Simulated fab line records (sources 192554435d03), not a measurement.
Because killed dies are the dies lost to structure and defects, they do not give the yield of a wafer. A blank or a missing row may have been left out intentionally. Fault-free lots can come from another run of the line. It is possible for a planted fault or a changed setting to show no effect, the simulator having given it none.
A struck lot beside a sound one | flow n5_finfet | 43 steps out of a route of 1938
Sound: wafers L972.1, L972.5, L972.6. Struck: wafers L977.4, L977.6 (left out: L977.1, a lot-mate that was not struck); the cause follows at the end.
At each step with rows: each side's tool, then ch and its chambers, then its first start. Under that, the readings that differ: sound wafers | struck wafers | difference of the means | sigmas: that difference in standard deviations of wafers without a fault.
alike: words and numbers the same on both sides, and readings whose means are apart by under 2 such deviations; not compared: readings that were withheld, readings missing a value for some wafer, numbers with overlapping values and no deviation given by the record, and bounds like >300 which may hide the same value.
The two part at a step that has a row with sigmas, a row that says differs or no value, or rows on one side only. When numbers do not overlap yet have no deviation, they are printed without sigmas and do not part them. A reading that every wafer of one side lacks parts them only if that side has two wafers or more.

first, 2 steps without rows for these wafers: N5_SD_EPI_N_STRIP_36 (strips in N2/H2); N5_SD_EPI_N_ETCHBACK_44 (etches SiNx in CH3F/O2, stops on SiO2, target depth 14.5 nm).
N5_SD_EPI_N_ETCH_45: etches SiOCN in CH3F/O2, target depth 6 nm.
  sound on rie_diel-02 ch 0,1,2, day 3 19:19; struck on rie_diel-06 ch 1,3, day 4 18:46
  alike: chamber_pressure_mTorr, drypump_motor_current_A, oes_product_au, rf_vpp_V, showerhead_plenum_p_Torr, throttle_valve_pct
  not compared: rf_hours_counter_h
then, 3 steps without rows for these wafers: N5_SD_EPI_N_ETCH_16 (etches SiO2 in CHF3/O2, target depth 5 nm); N5_SD_EPI_N_STRIP_47 (strips in CHF3/O2); N5_SD_EPI_N_SD_RECESS_17 (chemistry HBr/Cl2/O2, target depth 41 nm, time 23.7 s, bt time 3 s).
N5_SD_EPI_N_STRIP_38: strips in N2/H2.
  sound on plasma_asher-02 ch 0,1, day 3 19:35; struck on plasma_asher-01 ch 0,1, day 4 19:02
  reading            | sound       | struck  | difference | sigmas
  heater_power_w (W) | 307 312 323 | 382 357 | +56        | +2
  alike: drypump_motor_current_A, oes_product_au
  not compared: rf_hours_counter_h
then, 5 steps without rows for these wafers: N5_SD_EPI_N_WET_ETCH_43 (etches SiO2 in dHF, time 14 s, target depth 1.5 nm); N5_SD_EPI_N_STRIP_18 (strips in SPM, time 750 s); N5_SD_EPI_N_SRD_20 (time 30 s); N5_SD_EPI_N_PRECLEAN_48 (cleans in NF3:NH3, afs cycles 2, time 20 s, sublimation time 60 s); N5_SD_EPI_N_VAPOR_ETCH_50 (etches Si in HCl, time 54 s).
N5_SD_EPI_N_EPI_21: deposits Si:P, time 690 s.
  sound on epi_rpcvd-02 ch 0, day 3 20:30; struck on epi_rpcvd-02 ch 0, day 4 21:14
  reading                                   | sound          | struck        | difference | sigmas
  epi_growth_time_s (s)                     | 690 690 690    | 980.08 980.08 | +290.08    |
  model.Si-P_of_SD_EPI_N_EPI_21.thk_nm (nm) | 60.2 59.6 59.4 | 75.6 74.4     | +15.3      |
N5_SD_EPI_N_EPI_MEAS_23:
  sound: film_metro-01 at day 3 22:13; struck: film_metro-01 at day 4 22:23
  reading     | sound          | struck    | difference | sigmas
  thk_nm (nm) | 60.9 58.6 59.5 | 76.1 75.0 | +15.9      | +12
then, 3 steps without rows for these wafers: N5_SD_EPI_N_PRECLEAN_24 (cleans in O3/DIW, time 60 s); N5_SD_EPI_N_SRD_25 (time 30 s); N5_SD_EPI_N_PRECLEAN_49 (cleans in NF3:NH3, afs cycles 1, time 20 s, sublimation time 60 s).
N5_SD_EPI_N_LINER_46: material SiNx, target thk 3 nm.
  sound on ald_sin-04 ch 2,3, day 3 22:31; struck on ald_sin-04 ch 3, day 4 23:26
  alike: heater_power_w
N5_SD_EPI_N_INSPECT_26: inspects for defects (darkfield).
  sound: defect_inspect-01 at day 3 22:46; struck: defect_inspect-02 at day 4 23:41
  alike: raw_defect_count
then, 8 steps without rows for these wafers: N5_SD_EPI_P_COAT_34 (time 60 s, resist thk 350 nm); N5_SD_EPI_P_COAT_35 (time 60 s, resist thk 35 nm); N5_SD_EPI_P_COAT_03 (resist thk 150 nm); N5_SD_EPI_P_EBR_05; N5_SD_EPI_P_SOFTBAKE_04 (time 60 s); N5_SD_EPI_P_EXPOSE_06 (exposes mask SD P BLK, target cd 240 nm); N5_SD_EPI_P_PEB_07 (peb time 60 s); N5_SD_EPI_P_DEVELOP_08 (develop time 30 s).
N5_SD_EPI_P_CD_MEAS_09 targets a cd of 240 nm.
  sound on cd_sem-03 ch 0, day 3 23:11; struck on cd_sem-03 ch 0, day 4 23:58
  alike: cd_nm
N5_SD_EPI_P_OVL_MEAS_10:
  sound on overlay-01 ch 0, day 3 23:13; struck on overlay-02 ch 0, day 5 00:00
  alike: SD_P_BLK_OVL
N5_SD_EPI_P_INSPECT_11: inspects for defects (macro).
  sound: defect_inspect-02 at day 3 23:14; struck: defect_inspect-02 at day 5 00:02
  reading          | sound | struck | difference | sigmas
  raw_defect_count | 4 1 9 | 2 1    | -3         | -2
N5_SD_EPI_P_DESCUM_14: chemistry O2, time 7.9 s.
  sound on rie_diel-03 ch 0,1,3, day 3 23:19; struck on rie_diel-04 ch 0,2, day 5 00:10
  reading                | sound          | struck    | difference | sigmas
  throttle_valve_pct (%) | 20.1 20.4 20.0 | 21.0 20.9 | +0.8       | +2
  alike: chamber_pressure_mTorr, drypump_motor_current_A, oes_product_au, rf_vpp_V, showerhead_plenum_p_Torr
  not compared: rf_hours_counter_h
then, 5 steps without rows for these wafers: N5_SD_EPI_P_ETCH_36 (etches SiARC in CF4, target depth 45.5 nm, time 75.8 s); N5_SD_EPI_P_ETCH_37 (etches SOC in N2/H2, overetch 108 nm, time 486 s); N5_SD_EPI_P_STRIP_38 (strips in N2/H2); N5_SD_EPI_P_ETCHBACK_46 (etches SiNx in CH3F/O2, stops on SiO2, target depth 17.5 nm); N5_SD_EPI_P_ETCH_47 (etches SiOCN in CH3F/O2, target depth 25 nm).
N5_SD_EPI_P_ETCH_16: etches SiO2 in CHF3/O2, target depth 5 nm.
  sound on rie_diel-03 ch 0,1,3, day 3 23:56; struck on rie_diel-04 ch 0,2, day 5 00:47
  reading                | sound             | struck      | difference | sigmas
  throttle_valve_pct (%) | 18.80 18.89 18.38 | 19.42 19.46 | +0.75      | +3
  alike: chamber_pressure_mTorr, drypump_motor_current_A, oes_product_au, rf_vpp_V, showerhead_plenum_p_Torr
  not compared: rf_hours_counter_h
then, 5 steps without rows for these wafers: N5_SD_EPI_P_STRIP_50 (strips in CHF3/O2); N5_SD_EPI_P_SD_RECESS_17 (chemistry HBr/Cl2/O2, target depth 39.1 nm, bt time 3 s); N5_SD_EPI_P_WET_ETCH_45 (etches SiO2 in dHF, time 10.7 s, target depth 2 nm, rinse time 30 s); N5_SD_EPI_P_STRIP_40 (strips in N2/H2); N5_SD_EPI_P_PRECLEAN_52 (cleans in O3/DIW, time 60 s).
N5_SD_EPI_P_PRECLEAN_24: cleans in O3/DIW, time 45 s.
  sound on wet_bench-06 ch 0,1,2, day 4 02:58; struck on wet_bench-03 ch 0,5, day 5 04:40
  reading                                   | sound          | struck    | difference | sigmas
  model.Si-P_of_SD_EPI_N_EPI_21.thk_nm (nm) | 59.4 58.8 58.6 | 74.6 73.4 | +15.1      |

== WHERE THEY PART ==
First at N5_SD_EPI_N_STRIP_38; last, within this record, at N5_SD_EPI_P_ETCH_16.

WHY: whatever the simulator had introduced
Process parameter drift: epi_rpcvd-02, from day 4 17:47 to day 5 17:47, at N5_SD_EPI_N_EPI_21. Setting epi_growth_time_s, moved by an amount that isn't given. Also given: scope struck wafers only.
